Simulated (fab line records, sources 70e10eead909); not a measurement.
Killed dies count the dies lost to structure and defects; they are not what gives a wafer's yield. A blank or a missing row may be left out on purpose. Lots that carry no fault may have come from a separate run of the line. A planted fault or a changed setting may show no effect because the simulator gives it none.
Matching of chambers / flow nandHarc / NHARC_P_BONDPAD_DESCUM_11 on rieDiel-01: 4 sister chambers
The step chemistry O2, time 3 s. 14 wafers are shown with their chamber, then 7 later ones without.

WAFERS WITH THEIR CHAMBER
wafer=L082.1; chamber=1; oesProductAu (a.u.)=0.988; rfVppV (V)=59.0; throttleValvePct (%)=11.324
wafer=L082.4; chamber=3; oesProductAu (a.u.)=1.015; rfVppV (V)=57.2; throttleValvePct (%)=11.303
wafer=L082.6; chamber=1; oesProductAu (a.u.)=0.992; rfVppV (V)=57.6; throttleValvePct (%)=11.307
wafer=L084.1; chamber=0; oesProductAu (a.u.)=0.999; rfVppV (V)=58.0; throttleValvePct (%)=11.313
wafer=L084.3; chamber=2; oesProductAu (a.u.)=0.986; rfVppV (V)=58.7; throttleValvePct (%)=11.310
wafer=L084.5; chamber=0; oesProductAu (a.u.)=1.007; rfVppV (V)=56.0; throttleValvePct (%)=11.321
wafer=L088.2; chamber=0; oesProductAu (a.u.)=1.010; rfVppV (V)=56.8; throttleValvePct (%)=11.314
wafer=L088.4; chamber=3; oesProductAu (a.u.)=1.022; rfVppV (V)=58.9; throttleValvePct (%)=11.309
wafer=L088.6; chamber=3; oesProductAu (a.u.)=1.022; rfVppV (V)=56.5; throttleValvePct (%)=11.322
wafer=L089.2; chamber=3; oesProductAu (a.u.)=1.022; rfVppV (V)=56.3; throttleValvePct (%)=11.312
wafer=L089.3; chamber=1; oesProductAu (a.u.)=0.989; rfVppV (V)=57.7; throttleValvePct (%)=11.302
wafer=L089.6; chamber=1; oesProductAu (a.u.)=0.981; rfVppV (V)=57.2; throttleValvePct (%)=11.305
wafer=L091.2; chamber=0; oesProductAu (a.u.)=0.992; rfVppV (V)=57.9; throttleValvePct (%)=11.304
wafer=L091.3; chamber=2; oesProductAu (a.u.)=0.973; rfVppV (V)=58.1; throttleValvePct (%)=11.305

SIGNATURES, as means of the wafers listed above
reading=oesProductAu; chamber 0=1.00200; chamber 1=0.98750; chamber 2=0.97950; chamber 3=1.02025; scatter within a chamber=0.0062
reading=rfVppV; chamber 0=57.175; chamber 1=57.875; chamber 2=58.400; chamber 3=57.225; scatter within a chamber=0.945
reading=throttleValvePct; chamber 0=11.31300; chamber 1=11.30950; chamber 2=11.30750; chamber 3=11.31150; scatter within a chamber=0.008
Rule: a wafer's distance from a chamber is the root of the sum, over the readings, of the square of ((its reading less the chamber's mean) divided by the reading's scatter). The wafer belongs to the nearest chamber; if the next one is less than 2 further off, it can't be placed. The scatter is the square root of a quotient: the sum, over the shown wafers, of each reading's squared deviation from its chamber's mean, divided by wafers minus chambers.

WAFERS WHOSE CHAMBER IS MISSING
wafer=L091.4; oesProductAu (a.u.)=1.023; rfVppV (V)=57.1; throttleValvePct (%)=11.296
wafer=L096.1; oesProductAu (a.u.)=0.989; rfVppV (V)=57.9; throttleValvePct (%)=11.297
wafer=L096.3; oesProductAu (a.u.)=0.999; rfVppV (V)=57.7; throttleValvePct (%)=11.314
wafer=L096.6; oesProductAu (a.u.)=0.999; rfVppV (V)=58.9; throttleValvePct (%)=11.306
wafer=L097.2; oesProductAu (a.u.)=0.993; rfVppV (V)=58.7; throttleValvePct (%)=11.306
wafer=L097.4; oesProductAu (a.u.)=1.010; rfVppV (V)=58.0; throttleValvePct (%)=11.313
wafer=L097.5; oesProductAu (a.u.)=1.009; rfVppV (V)=58.6; throttleValvePct (%)=11.316

WHICH CHAMBER EACH ONE RAN IN
wafer=L091.4; from the rows above=3; in truth=3
wafer=L096.1; from the rows above=can't be placed: 1 or 2 or 0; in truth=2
wafer=L096.3; from the rows above=can't be placed: 0 or 1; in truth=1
wafer=L096.6; from the rows above=can't be placed: 0 or 1 or 2 or 3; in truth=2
wafer=L097.2; from the rows above=can't be placed: 1 or 2 or 0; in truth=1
wafer=L097.4; from the rows above=can't be placed: 0 or 3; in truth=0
wafer=L097.5; from the rows above=can't be placed: 0 or 3 or 1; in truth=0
1 of 7 placed correctly. Not placeable from these rows: 6 (in 6, the candidates include the true chamber). Wrongly placed: 0.
